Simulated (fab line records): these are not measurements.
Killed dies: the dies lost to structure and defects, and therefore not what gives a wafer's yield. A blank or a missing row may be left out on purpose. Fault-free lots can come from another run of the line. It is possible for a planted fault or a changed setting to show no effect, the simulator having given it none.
Problem report in the 8D (eight disciplines) form, filled by code ; flow n5Finfet ; the parts of the form that need people (team, actions taken, sign-off) are left out

1. THE ISSUE
At N5_PASSIVATION_PROBE_49, killed_at_M4_up averages 164 over 2 wafers from 2 lots, while fault-free wafers read 14, standard deviation 5.3. That puts it +28 standard deviations away from the usual mean.
The first sign was on wafer L142.4 at day 18 08:20, on prober-01. The record has a number at this step for 12 wafers belonging to 4 lots. Rule for "out" (also "out of limits"): further than 4 standard deviations from the usual mean. Any other wafer with a number is counted as sound.

2. WHAT IT IS, WHAT IT ISN'T
question;is;is not
which readings at this step;killed_at_M4_up, defectLimitedYield, killedDies, sort_bin_5_function, sortNPass, sortYieldPct;killed_at_M0_to_M3, killedAtContacts, killedAtFrontEnd, killedAtOther, killedShort, sort_bin_6_memory
which lots;L142, L143;L137, L144
which wafers of those lots;L142.4, L143.5;L142.1, L142.2, L143.1, L143.2
read on which tools;prober-01, prober-02;-
when;from day 18 08:20;"up to then (5 sound wafers); but 5 sound wafers of L143, L144 came after"

3. SUSPECTS, AND WHAT RULES EACH OUT
Counting: any tool at a process step up to the reading remains a suspect provided it ran every lot that is out. Sound lots after the first of them don't rule it out here, since some wafers of a struck lot are sound.
- rieDiel-06 at N5_BEOL_M9_ETCH_76 (etches underlayer in N2/H2, target depth 6.5 nm, time 5.2 s): kept. Every lot that is out went through it, the first being L142 (day 15 18:46); the last sound lot it ran before that was L137 (day 14 08:17).
- aldHk-03 at N5_MIM_TOP_ALD_01 (deposits HfO2, target thk 5.6 nm, pulse time 1 s, purge time 3 s): kept. It ran every lot that is out, first L142 (day 17 22:24). N5_MIM_TOP_ALD_01: start missing for some lots; hours and lot order therefore follow N5_MIM_TOP_ETCH_ETCH_00.
- rieDiel-01 at N5_PASSIVATION_STRIP_34 (strips in O2): kept. Every lot that is out went through it, the first being L142 (day 18 03:52); the last sound lot it ran before that was L137 (day 16 18:05).
- At N5_BEOL_M9_ETCH_76, inside rieDiel-06: chamber 3 took the wafers that are out, while their sound lot-mates went through chambers 0, 2.
Still standing after the count: rieDiel-06 at N5_BEOL_M9_ETCH_76, aldHk-03 at N5_MIM_TOP_ALD_01, rieDiel-01 at N5_PASSIVATION_STRIP_34.

4. THE CAUSE (what the simulator had put in)
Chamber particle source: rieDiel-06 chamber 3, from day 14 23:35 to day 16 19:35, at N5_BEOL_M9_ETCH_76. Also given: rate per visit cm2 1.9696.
3 suspects survive the count, and this tool is in that group.

5. THE EFFECT CHAIN, in route order
One row per reading whose mean, taken over the struck wafers that have a number, lies over 3 standard deviations from the usual. Only readings whose record carries a usual standard deviation are examined. hours: median over the lots of the time between each lot's start at the first step of this table that gives one and its start at this step. sigmas: the change, counted in usual standard deviations.
hours;step;reading;usual;on struck wafers;change;sigmas
0;N5_PASSIVATION_PROBE_49;defectLimitedYield;91.7 %;80.2;-11.5;-7.7
0;N5_PASSIVATION_PROBE_49;killed_at_M4_up;14;164;+150;+28
0;N5_PASSIVATION_PROBE_49;killedDies;98;234;+136;+7.5
0;N5_PASSIVATION_PROBE_49;sort_bin_4_leakage;0.00 %;0.04;+0.04;+4.0
0;N5_PASSIVATION_PROBE_49;sort_bin_5_function;4.9 %;11.4;+6.5;+7.1
0;N5_PASSIVATION_PROBE_49;sortNPass;1082;946;-136;-7.6
0;N5_PASSIVATION_PROBE_49;sortYieldPct;91.7 %;80.2;-11.5;-7.7
It contains these process steps:
- N5_PASSIVATION_PROBE_49

6. HOW IT WOULD HAVE BEEN CAUGHT EARLIER
The fault began at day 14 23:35; the first out-of-limits reading in this record came at day 18 08:20, 81 hours later.
Tool readings at N5_BEOL_M9_ETCH_76 with a usual standard deviation given in the record: none out on any struck wafer, hence no alarm at a limit of 4 standard deviations on them.
Lots out: 2; all had begun N5_BEOL_M9_ETCH_76 on rieDiel-06 by day 18 08:20. Tool hold at that time: it would have spared none of them.
